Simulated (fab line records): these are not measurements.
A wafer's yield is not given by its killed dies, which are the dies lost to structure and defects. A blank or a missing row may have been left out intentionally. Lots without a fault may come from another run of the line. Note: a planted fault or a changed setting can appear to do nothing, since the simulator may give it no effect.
What tool caused it? / flow n5 finfet / 8 lots with 24 wafers sampled at 5 steps, on a route of 1938 steps

WHAT THE GAUGES READ, wafer by wafer
N5_BEOL_M4_RC_MEAS_101. Usual: DIBL_N 36.8 mV/V, standard deviation 1.5; DIBL_P 37.1 mV/V, standard deviation 2.1; IOFF_N 0.168 nA/um, standard deviation 0.03; IOFF_P 0.22 nA/um, standard deviation 0.034; ION_N 679 uA/um, standard deviation 12; ION_P 466 uA/um, standard deviation 8; SS_N 71.7 mV/dec, standard deviation 0.58; SS_P 73.5 mV/dec, standard deviation 0.67; VT_N 248.8 mV, standard deviation 2.7; VT_P -250 mV, standard deviation 3.3.
lot=L891; measured=day 8 11:34; on=prober-02; DIBL_N (mV/V)=36.4 38.7 36.0; DIBL_P (mV/V)=37.5 40.5 37.8; IOFF_N (nA/um)=0.165 0.200 0.152; IOFF_P (nA/um)=0.22 0.27 0.23; ION_N (uA/um)=677 687 679; ION_P (uA/um)=468 468 468; SS_N (mV/dec)=71.8 72.6 71.0; SS_P (mV/dec)=72.7 74.0 72.7; VT_N (mV)=247.4 246.2 251.6; VT_P (mV)=-253 -247 -246; flag=
lot=L895; measured=day 9 19:59; on=prober-02; DIBL_N (mV/V)=38.5 35.3 37.8; DIBL_P (mV/V)=38.9 36.3 39.0; IOFF_N (nA/um)=0.202 0.153 0.204; IOFF_P (nA/um)=0.22 0.19 0.24; ION_N (uA/um)=682 678 696; ION_P (uA/um)=455 466 467; SS_N (mV/dec)=72.4 72.1 72.0; SS_P (mV/dec)=74.0 73.2 74.1; VT_N (mV)=246.2 250.0 245.2; VT_P (mV)=-250 -253 -249; flag=
lot=L902; measured=day 11 08:31; on=prober-02; DIBL_N (mV/V)=36.5 35.7 38.2; DIBL_P (mV/V)=37.7 37.1 39.7; IOFF_N (nA/um)=0.184 0.152 0.230; IOFF_P (nA/um)=0.21 0.19 0.24; ION_N (uA/um)=686 682 697; ION_P (uA/um)=463 471 476; SS_N (mV/dec)=71.9 71.7 73.2; SS_P (mV/dec)=73.9 72.8 74.2; VT_N (mV)=245.8 249.9 242.6; VT_P (mV)=-253 -254 -250; flag=
lot=L903; measured=day 11 22:59; on=prober-01; DIBL_N (mV/V)=37.2 38.1 35.6; DIBL_P (mV/V)=37.4 38.0 35.5; IOFF_N (nA/um)=0.178 0.182 0.146; IOFF_P (nA/um)=0.23 0.25 0.20; ION_N (uA/um)=690 689 683; ION_P (uA/um)=467 470 468; SS_N (mV/dec)=71.8 71.6 70.7; SS_P (mV/dec)=72.4 73.9 72.7; VT_N (mV)=245.2 247.6 251.3; VT_P (mV)=-249 -247 -249; flag=
lot=L909; measured=day 13 08:35; on=prober-02; DIBL_N (mV/V)=33.4 34.7 36.5; DIBL_P (mV/V)=33.0 34.8 36.2; IOFF_N (nA/um)=0.126 0.147 0.164; IOFF_P (nA/um)=0.19 0.22 0.26; ION_N (uA/um)=679 681 678; ION_P (uA/um)=469 472 474; SS_N (mV/dec)=71.3 71.5 72.4; SS_P (mV/dec)=72.9 73.4 73.0; VT_N (mV)=252.8 252.4 248.7; VT_P (mV)=-251 -247 -246; flag=
lot=L910; measured=day 14 02:40; on=prober-01; DIBL_N (mV/V)=37.7 38.0 35.4; DIBL_P (mV/V)=38.6 37.2 34.7; IOFF_N (nA/um)=0.167 0.171 0.135; IOFF_P (nA/um)=0.25 0.22 0.18; ION_N (uA/um)=676 680 667; ION_P (uA/um)=467 469 455; SS_N (mV/dec)=71.3 71.0 71.3; SS_P (mV/dec)=73.1 72.6 72.9; VT_N (mV)=249.5 249.2 252.4; VT_P (mV)=-246 -248 -251; flag=

WHAT TOOL EACH LOT RAN ON (gives the tool, then ch and the chambers of the sampled wafers, and finally the start)
lot=L891; N5_SDB_DESCUM_16=rie diel-01 ch 0,1, day 4 18:42; N5_SDB_STRIP_21=rie diel-01 ch 0,1, day 4 18:55; N5_SDB_ETCH_25=rie diel-01 ch 2,3, day 4 19:38; N5_SDB_CUT_ETCH_26=rie si-04 ch 0,1,2, day 4 19:43
lot=L895; N5_SDB_DESCUM_16=rie diel-01 ch 1,2,3, day 5 18:58; N5_SDB_STRIP_21=rie diel-01 ch 1,2,3, day 5 19:11; N5_SDB_ETCH_25=rie diel-01 ch 1,2,3, day 5 19:30; N5_SDB_CUT_ETCH_26=rie si-04 ch 1,2,3, day 5 19:35
lot=L899; N5_SDB_DESCUM_16=rie diel-06 ch 0,1,3, day 6 17:49; N5_SDB_STRIP_21=rie diel-06 ch 0,1,3, day 6 18:01; N5_SDB_ETCH_25=rie diel-06 ch 0,3, day 6 18:20; N5_SDB_CUT_ETCH_26=rie si-05 ch 0,2, day 6 18:26
lot=L900; N5_SDB_DESCUM_16=rie diel-01 ch 0,1,2, day 7 01:19; N5_SDB_STRIP_21=rie diel-01 ch 0,1,2, day 7 01:32; N5_SDB_ETCH_25=rie diel-02 ch 0,1, day 7 01:51; N5_SDB_CUT_ETCH_26=rie si-01 ch 0,1,3, day 7 01:56
lot=L902; N5_SDB_DESCUM_16=rie diel-01 ch 1,3, day 7 13:16; N5_SDB_STRIP_21=rie diel-01 ch 1,3, day 7 13:28; N5_SDB_ETCH_25=rie diel-06 ch 0,1,3, day 7 13:47; N5_SDB_CUT_ETCH_26=rie si-05 ch 1,2,3, day 7 13:53
lot=L903; N5_SDB_DESCUM_16=rie diel-01 ch 0,1, day 7 17:11; N5_SDB_STRIP_21=rie diel-01 ch 0,1, day 7 17:29; N5_SDB_ETCH_25=rie diel-06 ch 1,2, day 7 17:51; N5_SDB_CUT_ETCH_26=rie si-01 ch 0,1, day 7 17:56
lot=L909; N5_SDB_DESCUM_16=rie diel-01 ch 0,2,3, day 9 05:38; N5_SDB_STRIP_21=rie diel-01 ch 0,2,3, day 9 05:51; N5_SDB_ETCH_25=rie diel-02 ch 0,1,3, day 9 06:10; N5_SDB_CUT_ETCH_26=rie si-01 ch 0,1,3, day 9 06:16
lot=L910; N5_SDB_DESCUM_16=rie diel-01 ch 0,1,2, day 9 10:16; N5_SDB_STRIP_21=rie diel-01 ch 0,1,2, day 9 10:29; N5_SDB_ETCH_25=rie diel-02 ch 1,2,3, day 9 11:19; N5_SDB_CUT_ETCH_26=rie si-04 ch 1,2,3, day 9 11:24
- N5_SDB_DESCUM_16: chemistry O2, time 7.9 s.
- N5_SDB_STRIP_21: strips in CF4.
- N5_SDB_ETCH_25: etches SiO2 in C4F6/O2, target depth 10 nm, time 3.3 s.
- N5_SDB_CUT_ETCH_26: etches Si in HBr/Cl2/O2, target depth 129.6 nm, bt time 20 s, time 51.8 s.

WHAT THE TOOLS THEMSELVES READ (means of the sampled wafers that have a number; where no wafer has one, the mark that the record gives instead)
N5_SDB_DESCUM_16. Usual: drypump motor current A 5.6 A, standard deviation 0.47; o2 flow sccm 225.1 sccm, standard deviation 0.69; oes product au 0.81 a.u., standard deviation 0.092; rf vpp V 243.2 V, standard deviation 1.4; showerhead plenum p Torr 2.10 Torr, standard deviation 0.078; throttle valve pct 20.5 %, standard deviation 0.31.
lot=L891; tool=rie diel-01; drypump motor current A (A)=4.9; o2 flow sccm (sccm)=223.8; oes product au (a.u.)=0.75; rf vpp V (V)=242.5; showerhead plenum p Torr (Torr)=2.04; throttle valve pct (%)=20.7; flag=
lot=L895; tool=rie diel-01; drypump motor current A (A)=5.5; o2 flow sccm (sccm)=224.8; oes product au (a.u.)=0.79; rf vpp V (V)=242.6; showerhead plenum p Torr (Torr)=2.07; throttle valve pct (%)=20.6; flag=
lot=L899; tool=rie diel-06; drypump motor current A (A)=5.8; o2 flow sccm (sccm)=224.6; oes product au (a.u.)=0.91; rf vpp V (V)=244.0; showerhead plenum p Torr (Torr)=2.10; throttle valve pct (%)=20.3; flag=
lot=L900; tool=rie diel-01; drypump motor current A (A)=5.3; o2 flow sccm (sccm)=225.1; oes product au (a.u.)=0.72; rf vpp V (V)=242.4; showerhead plenum p Torr (Torr)=2.08; throttle valve pct (%)=20.6; flag=
lot=L902; tool=rie diel-01; drypump motor current A (A)=5.3; o2 flow sccm (sccm)=225.1; oes product au (a.u.)=0.83; rf vpp V (V)=242.3; showerhead plenum p Torr (Torr)=2.03; throttle valve pct (%)=20.5; flag=
lot=L903; tool=rie diel-01; drypump motor current A (A)=4.9; o2 flow sccm (sccm)=224.8; oes product au (a.u.)=0.73; rf vpp V (V)=241.7; showerhead plenum p Torr (Torr)=2.04; throttle valve pct (%)=20.8; flag=
lot=L909; tool=rie diel-01; drypump motor current A (A)=5.4; o2 flow sccm (sccm)=225.1; oes product au (a.u.)=0.85; rf vpp V (V)=243.7; showerhead plenum p Torr (Torr)=2.07; throttle valve pct (%)=20.2; flag=
lot=L910; tool=rie diel-01; drypump motor current A (A)=5.3; o2 flow sccm (sccm)=225.4; oes product au (a.u.)=0.79; rf vpp V (V)=241.8; showerhead plenum p Torr (Torr)=2.07; throttle valve pct (%)=20.5; flag=

N5_SDB_STRIP_21. Usual: drypump motor current A 5.6 A, standard deviation 0.47; oes product au 0.79 a.u., standard deviation 0.085; rf vpp V 271.2 V, standard deviation 1.5; showerhead plenum p Torr 1.79 Torr, standard deviation 0.06; throttle valve pct 13.58 %, standard deviation 0.25.
lot=L891; tool=rie diel-01; drypump motor current A (A)=4.9; oes product au (a.u.)=0.75; rf vpp V (V)=270.0; showerhead plenum p Torr (Torr)=1.74; throttle valve pct (%)=13.75; flag=
lot=L895; tool=rie diel-01; drypump motor current A (A)=5.5; oes product au (a.u.)=0.78; rf vpp V (V)=271.3; showerhead plenum p Torr (Torr)=1.78; throttle valve pct (%)=13.69; flag=
lot=L899; tool=rie diel-06; drypump motor current A (A)=5.9; oes product au (a.u.)=0.87; rf vpp V (V)=270.7; showerhead plenum p Torr (Torr)=1.79; throttle valve pct (%)=13.37; flag=
lot=L900; tool=rie diel-01; drypump motor current A (A)=5.3; oes product au (a.u.)=0.72; rf vpp V (V)=270.9; showerhead plenum p Torr (Torr)=1.78; throttle valve pct (%)=13.79; flag=
lot=L902; tool=rie diel-01; drypump motor current A (A)=5.3; oes product au (a.u.)=0.84; rf vpp V (V)=269.8; showerhead plenum p Torr (Torr)=1.74; throttle valve pct (%)=13.51; flag=
lot=L903; tool=rie diel-01; drypump motor current A (A)=4.9; oes product au (a.u.)=0.73; rf vpp V (V)=269.9; showerhead plenum p Torr (Torr)=1.73; throttle valve pct (%)=13.81; flag=
lot=L909; tool=rie diel-01; drypump motor current A (A)=5.4; oes product au (a.u.)=0.83; rf vpp V (V)=270.7; showerhead plenum p Torr (Torr)=1.79; throttle valve pct (%)=13.44; flag=
lot=L910; tool=rie diel-01; drypump motor current A (A)=5.3; oes product au (a.u.)=0.78; rf vpp V (V)=270.6; showerhead plenum p Torr (Torr)=1.78; throttle valve pct (%)=13.66; flag=

N5_SDB_ETCH_25. Usual: C4F6_flow_sccm 10.001 sccm, standard deviation 0.028; O2_flow_sccm 10.00 sccm, standard deviation 0.032; drypump motor current A 5.6 A, standard deviation 0.53; oes product au 0.81 a.u., standard deviation 0.098; rf vpp V 662 V, standard deviation 13; showerhead plenum p Torr 2.85 Torr, standard deviation 0.096; throttle valve pct 21.22 %, standard deviation 0.25.
lot=L891; tool=rie diel-01; C4F6_flow_sccm (sccm)=10.006; O2_flow_sccm (sccm)=9.94; drypump motor current A (A)=5.6; oes product au (a.u.)=0.87; rf vpp V (V)=676; showerhead plenum p Torr (Torr)=2.84; throttle valve pct (%)=21.11; flag=
lot=L895; tool=rie diel-01; C4F6_flow_sccm (sccm)=10.000; O2_flow_sccm (sccm)=10.02; drypump motor current A (A)=5.5; oes product au (a.u.)=0.79; rf vpp V (V)=670; showerhead plenum p Torr (Torr)=2.82; throttle valve pct (%)=21.35; flag=
lot=L899; tool=rie diel-06; C4F6_flow_sccm (sccm)=-; O2_flow_sccm (sccm)=-; drypump motor current A (A)=-; oes product au (a.u.)=-; rf vpp V (V)=-; showerhead plenum p Torr (Torr)=-; throttle valve pct (%)=-; flag=OFF
lot=L900; tool=rie diel-02; C4F6_flow_sccm (sccm)=-; O2_flow_sccm (sccm)=-; drypump motor current A (A)=-; oes product au (a.u.)=-; rf vpp V (V)=-; showerhead plenum p Torr (Torr)=-; throttle valve pct (%)=-; flag=OFF
lot=L902; tool=rie diel-06; C4F6_flow_sccm (sccm)=9.994; O2_flow_sccm (sccm)=10.01; drypump motor current A (A)=5.9; oes product au (a.u.)=0.89; rf vpp V (V)=660; showerhead plenum p Torr (Torr)=2.86; throttle valve pct (%)=21.07; flag=
lot=L903; tool=rie diel-06; C4F6_flow_sccm (sccm)=10.015; O2_flow_sccm (sccm)=9.98; drypump motor current A (A)=6.0; oes product au (a.u.)=0.88; rf vpp V (V)=659; showerhead plenum p Torr (Torr)=2.84; throttle valve pct (%)=21.12; flag=
lot=L909; tool=rie diel-02; C4F6_flow_sccm (sccm)=10.021; O2_flow_sccm (sccm)=9.96; drypump motor current A (A)=6.0; oes product au (a.u.)=0.87; rf vpp V (V)=650; showerhead plenum p Torr (Torr)=2.86; throttle valve pct (%)=21.16; flag=
lot=L910; tool=rie diel-02; C4F6_flow_sccm (sccm)=10.000; O2_flow_sccm (sccm)=9.99; drypump motor current A (A)=6.1; oes product au (a.u.)=0.86; rf vpp V (V)=660; showerhead plenum p Torr (Torr)=2.82; throttle valve pct (%)=21.11; flag=

N5_SDB_CUT_ETCH_26. Usual: HBr_flow_sccm 150.0 sccm, standard deviation 0.47; O2_flow_sccm 12.00 sccm, standard deviation 0.031; drypump motor current A 5.5 A, standard deviation 0.32; mfc cl2 sccm 79.99 sccm, standard deviation 0.22; oes product au 1.001 a.u., standard deviation 0.017; throttle valve pct 37.2 %, standard deviation 0.37.
lot=L891; tool=rie si-04; HBr_flow_sccm (sccm)=149.9; O2_flow_sccm (sccm)=12.00; drypump motor current A (A)=5.7; mfc cl2 sccm (sccm)=80.15; oes product au (a.u.)=1.015; throttle valve pct (%)=37.1; flag=
lot=L895; tool=rie si-04; HBr_flow_sccm (sccm)=149.7; O2_flow_sccm (sccm)=11.99; drypump motor current A (A)=5.5; mfc cl2 sccm (sccm)=79.96; oes product au (a.u.)=1.015; throttle valve pct (%)=37.1; flag=
lot=L899; tool=rie si-05; HBr_flow_sccm (sccm)=150.7; O2_flow_sccm (sccm)=11.98; drypump motor current A (A)=5.6; mfc cl2 sccm (sccm)=80.08; oes product au (a.u.)=0.991; throttle valve pct (%)=37.6; flag=
lot=L900; tool=rie si-01; HBr_flow_sccm (sccm)=149.7; O2_flow_sccm (sccm)=12.01; drypump motor current A (A)=5.6; mfc cl2 sccm (sccm)=79.93; oes product au (a.u.)=0.990; throttle valve pct (%)=37.1; flag=
lot=L902; tool=rie si-05; HBr_flow_sccm (sccm)=150.0; O2_flow_sccm (sccm)=12.03; drypump motor current A (A)=5.3; mfc cl2 sccm (sccm)=79.89; oes product au (a.u.)=0.985; throttle valve pct (%)=37.1; flag=
lot=L903; tool=rie si-01; HBr_flow_sccm (sccm)=150.3; O2_flow_sccm (sccm)=11.99; drypump motor current A (A)=5.4; mfc cl2 sccm (sccm)=80.02; oes product au (a.u.)=1.004; throttle valve pct (%)=37.3; flag=
lot=L909; tool=rie si-01; HBr_flow_sccm (sccm)=149.8; O2_flow_sccm (sccm)=12.02; drypump motor current A (A)=5.6; mfc cl2 sccm (sccm)=80.10; oes product au (a.u.)=0.990; throttle valve pct (%)=37.1; flag=
lot=L910; tool=rie si-04; HBr_flow_sccm (sccm)=150.2; O2_flow_sccm (sccm)=12.01; drypump motor current A (A)=5.5; mfc cl2 sccm (sccm)=79.91; oes product au (a.u.)=1.015; throttle valve pct (%)=37.1; flag=

THE ANSWER, worked out from the rows above alone
Rule: lot off if the mean of its wafers having a number is beyond 3 standard deviations from the usual mean. Also off: a lot with no number at a reading for which 4 or more lots have one. Where the step has rows for the other lots, those lots are counted as sound. The gauges are gone through in route order, then the tools' own readings, and for those a lot's mean is taken as printed above. At the first step where some lot is off, the reading lying furthest off is the one used; lots without a number count as furthest.
Off: L899, L900, at N5_SDB_ETCH_25 (C4F6_flow_sccm). Without a number there: L899, L900.
If a tool, at that step or one of the process steps before it, ran each lot that is off and ran no sound lot following the first of them, it fits. None of those tried fits.

WHAT THE SIMULATOR PUT IN
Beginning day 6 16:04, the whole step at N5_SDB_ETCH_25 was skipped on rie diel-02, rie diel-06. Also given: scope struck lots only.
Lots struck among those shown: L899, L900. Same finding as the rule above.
